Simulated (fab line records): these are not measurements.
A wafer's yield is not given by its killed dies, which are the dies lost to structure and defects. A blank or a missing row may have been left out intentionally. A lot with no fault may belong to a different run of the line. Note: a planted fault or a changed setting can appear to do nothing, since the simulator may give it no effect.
Chamber matching | flow n5_finfet | N5_BEOL_M2_ALD_98 on ald_sin-02: 4 sister chambers
The step deposits SiO2, target thk 2.5 nm, pulse time 1 s, co reactant pulse time 1 s. 8 wafers are shown with their chamber, then 8 later ones without.

== WAFERS WITH THEIR CHAMBER ==
wafer  | chamber | heater_power_w (W) | precursor_pulse_height_rel
L074.2 | 2       | 79                 | 0.989
L076.4 | 2       | 80                 | 0.994
L081.1 | 1       | 75                 | 0.977
L081.3 | 0       | 82                 | 0.985
L091.3 | 3       | 87                 | 1.017
L091.4 | 0       | 80                 | 1.020
L091.6 | 1       | 72                 | 0.987
L094.1 | 3       | 86                 | 1.018

== WAFERS WITH NO CHAMBER GIVEN ==
wafer  | heater_power_w (W) | precursor_pulse_height_rel
L094.2 | 70                 | 0.973
L094.3 | 78                 | 1.028
L095.1 | 80                 | 1.045
L095.2 | 87                 | 1.016
L095.3 | 71                 | 0.996
L096.1 | 89                 | 1.000
L096.3 | 69                 | 1.009
L096.4 | 76                 | 1.026

== THE CHAMBER EACH PASSED THROUGH ==
wafer  | from the rows above          | in truth
L094.2 | 1                            | 1
L094.3 | can't be placed: 0 or 2 or 1 | 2
L095.1 | can't be placed: 0 or 2 or 3 | 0
L095.2 | 3                            | 3
L095.3 | 1                            | 1
L096.1 | 3                            | 3
L096.3 | 1                            | 1
L096.4 | can't be placed: 2 or 1 or 0 | 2
5 of 8 placed correctly. From these rows, 3 cannot be placed; in 3 the true chamber is one of the candidates. 0 placed wrongly.
How it was worked out, from the rows above alone: a wafer's distance from a chamber is the root of the sum, over the readings, of the square of ((its reading less the chamber's mean) divided by the reading's scatter). The wafer belongs to the nearest chamber; if the next one is less than 2 further off, it can't be placed. For every chamber, the mean is computed from those of its wafers that are shown. The scatter is the square root of a quotient: the sum, over the shown wafers, of each reading's squared deviation from its chamber's mean, divided by wafers minus chambers.
